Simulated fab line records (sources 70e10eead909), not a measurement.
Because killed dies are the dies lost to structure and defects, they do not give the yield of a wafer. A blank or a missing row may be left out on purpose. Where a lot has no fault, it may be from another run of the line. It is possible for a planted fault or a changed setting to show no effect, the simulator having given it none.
The tool behind it: which one? || flow nandHarc || route of 1159 steps, sampled at 1 step: 12 lots, 36 wafers

WHAT THE GAUGES SHOWED, per wafer
NHARC_A_ONON_D1_INSPECT_32.
{"lot": "L077", "measured": "day 8 16:52", "on": "defectInspect-02", "rawDefectCount": "138 67 77"}
{"lot": "L076", "measured": "day 8 17:01", "on": "defectInspect-02", "rawDefectCount": "24 35 29"}
{"lot": "L079", "measured": "day 9 08:39", "on": "defectInspect-02", "rawDefectCount": "61 73 78"}
{"lot": "L081", "measured": "day 9 12:03", "on": "defectInspect-01", "rawDefectCount": "71 111 122"}
{"lot": "L083", "measured": "day 10 04:33", "on": "defectInspect-01", "rawDefectCount": "117 100 117"}
{"lot": "L085", "measured": "day 10 23:32", "on": "defectInspect-02", "rawDefectCount": "94 69 100"}
{"lot": "L086", "measured": "day 11 07:57", "on": "defectInspect-02", "rawDefectCount": "107 57 75"}
{"lot": "L088", "measured": "day 12 03:46", "on": "defectInspect-02", "rawDefectCount": "86 87 134"}
{"lot": "L089", "measured": "day 12 04:26", "on": "defectInspect-02", "rawDefectCount": "41 46 44"}
{"lot": "L093", "measured": "day 12 11:50", "on": "defectInspect-01", "rawDefectCount": "73 40 49"}
{"lot": "L094", "measured": "day 13 10:44", "on": "defectInspect-01", "rawDefectCount": "94 73 63"}
{"lot": "L095", "measured": "day 13 10:59", "on": "defectInspect-01", "rawDefectCount": "139 63 168"}

TOOL THAT RAN EACH LOT (tool first, then ch and the chambers of the sampled wafers, then the start)
The record shows no process step preceding these readings.

THE ANSWER, worked out from the rows above alone
Rule: the lots themselves supply what counts as usual. The widest of any qualifying gaps counts: lots, ordered by their means at a reading, are off when they make up no more than a third of the lots, leave a main group of 4 or more, and stand apart from it by 3 or more times the standard deviation of that group's means. If all means in a main group match to the digits the tables above print for the reading, that group is not used. A lot without any number at a reading at which 4 lots or more have one is off too. Any other lot the step has rows for is counted as sound.
None of the lots is off at any reading shown; this tells nothing.

WHAT WAS PUT IN BY THE SIMULATOR
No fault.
